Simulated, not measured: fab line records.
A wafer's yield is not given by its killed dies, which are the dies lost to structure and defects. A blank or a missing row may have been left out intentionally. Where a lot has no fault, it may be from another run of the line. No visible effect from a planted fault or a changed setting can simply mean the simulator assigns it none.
Chamber matching -- flow n5_finfet -- N5_FIN_CUT_CUT_ETCH_28 on rie_si-01: 4 sister chambers
The step etches Si in HBr/Cl2/O2, target depth 6 nm, time 2.4 s. 24 wafers are shown with their chamber, then 12 later ones without.

== EACH WAFER AND ITS CHAMBER ==
wafer,chamber,throttle_valve_pct (%),drypump_motor_current_A (A),oes_product_au (a.u.)
L076.1,3,37.02,6.0,0.977
L076.4,1,37.18,6.2,1.007
L076.5,1,37.17,6.2,0.994
L078.1,0,37.16,6.0,0.976
L078.2,1,37.18,6.3,1.001
L078.3,3,37.01,6.0,0.967
L081.2,1,37.16,6.2,1.002
L081.4,0,37.15,6.1,0.980
L081.5,1,37.18,6.2,1.002
L082.3,3,36.99,6.0,0.972
L082.4,1,37.18,6.2,1.004
L082.5,3,37.00,6.0,0.970
L087.2,3,37.00,6.0,0.973
L087.3,0,37.16,6.0,0.980
L087.4,2,37.49,5.5,0.975
L088.3,3,37.02,6.0,0.964
L088.4,1,37.17,6.2,0.996
L088.5,1,37.18,6.2,1.003
L089.1,2,37.47,5.4,0.965
L089.3,0,37.18,6.0,0.980
L089.4,1,37.18,6.2,1.013
L090.1,0,37.15,6.0,0.983
L090.2,3,37.02,6.0,0.972
L090.3,2,37.47,5.5,0.980

SIGNATURES (averages over the wafers above)
reading,chamber 0,chamber 1,chamber 2,chamber 3,scatter within a chamber
throttle_valve_pct,37.1600,37.1756,37.4767,37.0086,0.0104
drypump_motor_current_A,6.020,6.211,5.467,6.000,0.0343
oes_product_au,0.97980,1.00244,0.97333,0.97071,0.005
Rule: a wafer's distance from a chamber is the root of the sum, over the readings, of the square of ((its reading less the chamber's mean) divided by the reading's scatter). If the next closest chamber is less than 2 further off than the closest, the wafer can't be placed; otherwise it belongs to the closest. The scatter is the square root of a quotient: the sum, over the shown wafers, of each reading's squared deviation from its chamber's mean, divided by wafers minus chambers.

== WAFERS MISSING THEIR CHAMBER ==
wafer,throttle_valve_pct (%),drypump_motor_current_A (A),oes_product_au (a.u.)
L093.1,37.17,6.3,1.008
L093.2,37.47,5.4,0.980
L093.5,37.18,6.3,1.010
L094.2,37.47,5.4,0.973
L094.3,37.17,6.1,0.975
L094.5,37.15,6.3,1.007
L095.2,37.16,6.3,0.999
L095.4,37.17,6.1,0.979
L095.6,37.16,6.2,1.003
L097.1,37.49,5.4,0.975
L097.2,37.03,6.0,0.965
L097.4,37.16,6.0,0.976

== EACH ONE'S CHAMBER ==
wafer,from the rows above,in truth
L093.1,1,1
L093.2,2,2
L093.5,1,1
L094.2,2,2
L094.3,0,0
L094.5,1,1
L095.2,1,1
L095.4,0,0
L095.6,1,1
L097.1,2,2
L097.2,3,3
L097.4,0,0
Correctly placed: 12 of 12. Can't be placed from these rows: 0. Number placed wrongly: 0.
